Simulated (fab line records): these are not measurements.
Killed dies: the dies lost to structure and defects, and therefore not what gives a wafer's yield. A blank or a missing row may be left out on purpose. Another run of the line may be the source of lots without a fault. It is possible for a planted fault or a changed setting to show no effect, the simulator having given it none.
Which tool did it? | flow nandHarc | 36 wafers from 12 lots sampled at 5 of the route's 1159 steps

## WHAT THE GAUGES READ, wafer by wafer
NHARC_END_SORT_01.
lot  | measured     | on        | killedAtArray | killedAtOther | killedAtPeriphery | killedDies | killedOpen | killedShort
L661 | day 24 07:23 | prober-01 | 39 640 639    | 1 0 0         | 4 1 2             | 44 641 641 | 8 2 2      | 1 3 4

## TOOL THAT RAN EACH LOT (tool first, then ch and the chambers of the sampled wafers, then the start)
lot  | NHARC_A_CONTACT_DEP_57       | NHARC_A_CONTACT_DEP_58          | NHARC_A_CONTACT_ETCH_75           | NHARC_A_CONTACT_ETCH_76
L647 | aclDep-02 ch 0, day 16 11:03 | pecvd-02 ch 0,1,2, day 16 12:49 | rieDiel-09 ch 0,3, day 16 13:48   | rieDiel-09 ch 2,3, no start
L648 | aclDep-03 ch 0, day 16 20:17 | pecvd-02 ch 0,1, day 16 21:51   | rieDiel-07 ch 0,2,3, day 16 22:43 | rieDiel-07 ch 0,2,3, no start
L651 | aclDep-02 ch 0, day 18 06:32 | pecvd-02 ch 0,1,2, day 18 08:19 | rieDiel-10 ch 0,1,3, day 18 09:17 | rieDiel-10 ch 0,2,3, no start
L653 | aclDep-03 ch 0, day 18 11:50 | pecvd-02 ch 1,2, day 18 13:29   | rieDiel-07 ch 0,3, day 18 14:19   | rieDiel-07 ch 0,2,3, no start
L655 | aclDep-01 ch 0, day 18 23:10 | pecvd-02 ch 0,1,2, day 19 00:55 | rieDiel-10 ch 0,3, day 19 01:54   | rieDiel-10 ch 1,2,3, no start
L657 | aclDep-02 ch 0, day 19 00:11 | pecvd-01 ch 0,1,2, day 19 01:25 | rieDiel-10 ch 1,3, day 19 02:22   | rieDiel-10 ch 1,3, no start
L658 | aclDep-03 ch 0, day 19 21:22 | pecvd-01 ch 0,2, day 19 23:07   | rieDiel-09 ch 0,2,3, day 19 23:58 | rieDiel-09 ch 0,2,3, no start
L656 | aclDep-01 ch 0, day 19 21:36 | pecvd-03 ch 0,1, day 19 23:20   | rieDiel-07 ch 1,2,3, day 20 00:20 | rieDiel-07 ch 0,1,3, no start
L660 | aclDep-01 ch 0, day 20 02:43 | pecvd-03 ch 1,2, day 20 04:11   | rieDiel-09 ch 0,2,3, day 20 05:11 | rieDiel-09 ch 0,3, no start
L661 | aclDep-01 ch 0, day 20 16:22 | pecvd-01 ch 0,2, day 20 17:52   | rieDiel-09 ch 0,1,2, day 20 18:50 | rieDiel-09 ch 2,3, day 24 07:23 or earlier
L667 | aclDep-01 ch 0, day 21 18:13 | pecvd-03 ch 0,1, day 21 19:57   | rieDiel-07 ch 0,1,3, day 21 20:56 | rieDiel-07 ch 0,2,3, no start
L669 | aclDep-03 ch 0, day 22 11:25 | pecvd-01 ch 0,1, day 22 12:55   | rieDiel-07 ch 0,2,3, day 22 13:52 | rieDiel-07 ch 0,1,3, no start
- NHARC_A_CONTACT_DEP_57: deposits aC, target thk 2800 nm.
- NHARC_A_CONTACT_DEP_58: deposits SiON, target thk 60 nm.
- NHARC_A_CONTACT_ETCH_75: etches the open film in CF4, target depth 39 nm, time 65 s.
- NHARC_A_CONTACT_ETCH_76: etches the open film in N2/H2, target depth 260 nm, time 475.3 s.

## WHAT THE TOOLS THEMSELVES READ (means of the sampled wafers that have a number; where no wafer has one, the mark that the record gives instead)
NHARC_A_CONTACT_DEP_57.
lot  | tool      | throttleValvePct (%)
L647 | aclDep-02 | 35.000
L648 | aclDep-03 | 34.998
L651 | aclDep-02 | 35.011
L653 | aclDep-03 | 35.004
L655 | aclDep-01 | 34.992
L657 | aclDep-02 | 34.998
L658 | aclDep-03 | 35.003
L656 | aclDep-01 | 35.005
L660 | aclDep-01 | 34.996
L661 | aclDep-01 | 35.004
L667 | aclDep-01 | 34.998
L669 | aclDep-03 | 34.999

NHARC_A_CONTACT_DEP_58.
lot  | tool     | heaterPowerW (W)
L647 | pecvd-02 | 759
L648 | pecvd-02 | 782
L651 | pecvd-02 | 757
L653 | pecvd-02 | 775
L655 | pecvd-02 | 791
L657 | pecvd-01 | 795
L658 | pecvd-01 | 877
L656 | pecvd-03 | 789
L660 | pecvd-03 | 838
L661 | pecvd-01 | 833
L667 | pecvd-03 | 773
L669 | pecvd-01 | 787

NHARC_A_CONTACT_ETCH_75.
lot  | tool       | drypumpMotorCurrentA (A) | oesProductAu (a.u.) | rfVppV (V) | showerheadPlenumPTorr (Torr) | throttleValvePct (%)
L647 | rieDiel-09 | 5.6                      | 0.989               | 151.8      | 1.82                         | 13.288
L648 | rieDiel-07 | 5.9                      | 0.983               | 152.0      | 1.76                         | 13.286
L651 | rieDiel-10 | 5.6                      | 1.008               | 150.8      | 1.80                         | 13.288
L653 | rieDiel-07 | 6.1                      | 0.990               | 151.0      | 1.80                         | 13.277
L655 | rieDiel-10 | 5.4                      | 0.994               | 151.5      | 1.83                         | 13.286
L657 | rieDiel-10 | 5.5                      | 1.003               | 152.5      | 1.81                         | 13.285
L658 | rieDiel-09 | 5.6                      | 1.001               | 152.4      | 1.83                         | 13.290
L656 | rieDiel-07 | 5.9                      | 1.002               | 151.9      | 1.72                         | 13.273
L660 | rieDiel-09 | 5.6                      | 1.000               | 152.3      | 1.83                         | 13.288
L661 | rieDiel-09 | 5.8                      | 0.862               | 151.9      | 1.81                         | 13.273
L667 | rieDiel-07 | 6.2                      | 0.991               | 151.1      | 1.78                         | 13.279
L669 | rieDiel-07 | 5.9                      | 1.003               | 150.7      | 1.75                         | 13.287

NHARC_A_CONTACT_ETCH_76.
lot  | tool       | drypumpMotorCurrentA (A) | n2FlowSccm (sccm) | oesProductAu (a.u.) | rfVppV (V) | showerheadPlenumPTorr (Torr) | throttleValvePct (%)
L647 | rieDiel-09 | 5.6                      | 149.8             | 1.001               | 433.5      | 2.17                         | 14.166
L648 | rieDiel-07 | 5.9                      | 150.4             | 0.985               | 430.8      | 2.03                         | 14.171
L651 | rieDiel-10 | 5.9                      | 149.8             | 0.992               | 432.8      | 2.13                         | 14.159
L653 | rieDiel-07 | 5.9                      | 149.9             | 1.009               | 430.3      | 2.03                         | 14.171
L655 | rieDiel-10 | 5.8                      | 149.9             | 0.995               | 433.9      | 2.14                         | 14.170
L657 | rieDiel-10 | 5.2                      | 149.7             | 0.998               | 434.3      | 2.14                         | 14.173
L658 | rieDiel-09 | 5.6                      | 150.3             | 0.995               | 432.5      | 2.12                         | 14.166
L656 | rieDiel-07 | 6.2                      | 150.4             | 0.992               | 431.1      | 2.05                         | 14.167
L660 | rieDiel-09 | 5.4                      | 150.1             | 1.016               | 432.8      | 2.11                         | 14.164
L661 | rieDiel-09 | 5.3                      | 149.9             | 1.010               | 432.7      | 2.14                         | 14.175
L667 | rieDiel-07 | 6.0                      | 149.6             | 0.996               | 430.0      | 2.02                         | 14.175
L669 | rieDiel-07 | 6.2                      | 150.0             | 0.997               | 431.1      | 2.05                         | 14.164

## THE ANSWER, worked out from the rows above alone
Rule: the usual values come from the lots themselves. Put in order of their means at a reading, lots are off if they are a third of the lots or fewer, leave a main group of 4 or more, and stand apart from it by a gap of 3 or more times the standard deviation of the main group's means; of several such gaps the widest counts. If all means in a main group match to the digits the tables above print for the reading, that group is not used. A lot without any number at a reading at which 4 lots or more have one is off too. The other lots that the step has rows for count as sound. First the gauges in route order, then the tools' own readings, where a lot's mean is used as printed above. At the first step where some lot is off, the reading lying furthest off is the one used; lots without a number count as furthest.
Off: L661 (NHARC_A_CONTACT_ETCH_75, oesProductAu). For the main group the mean is 0.997 a.u. and the standard deviation 0.0074.
A tool fits if, at that step or a process step before it, it ran every lot that is off, and no sound lot after the first of them. One candidate fits, namely rieDiel-09 at NHARC_A_CONTACT_ETCH_75. A fault onset in the window from L660 (day 20 05:11, its last sound lot) to L661 (day 20 18:50, its first lot off) fits.
On the lots that are off, the tool's own readings at NHARC_A_CONTACT_ETCH_75 differ by more than 5 times the standard deviation of the sound lots' means, which bears it out; oesProductAu reads 0.862 a.u. there versus 0.997 a.u. on the sound lots.

## WHAT WAS PUT IN BY THE SIMULATOR
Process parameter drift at NHARC_A_CONTACT_ETCH_75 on rieDiel-09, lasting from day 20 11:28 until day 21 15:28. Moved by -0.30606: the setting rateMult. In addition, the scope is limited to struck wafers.
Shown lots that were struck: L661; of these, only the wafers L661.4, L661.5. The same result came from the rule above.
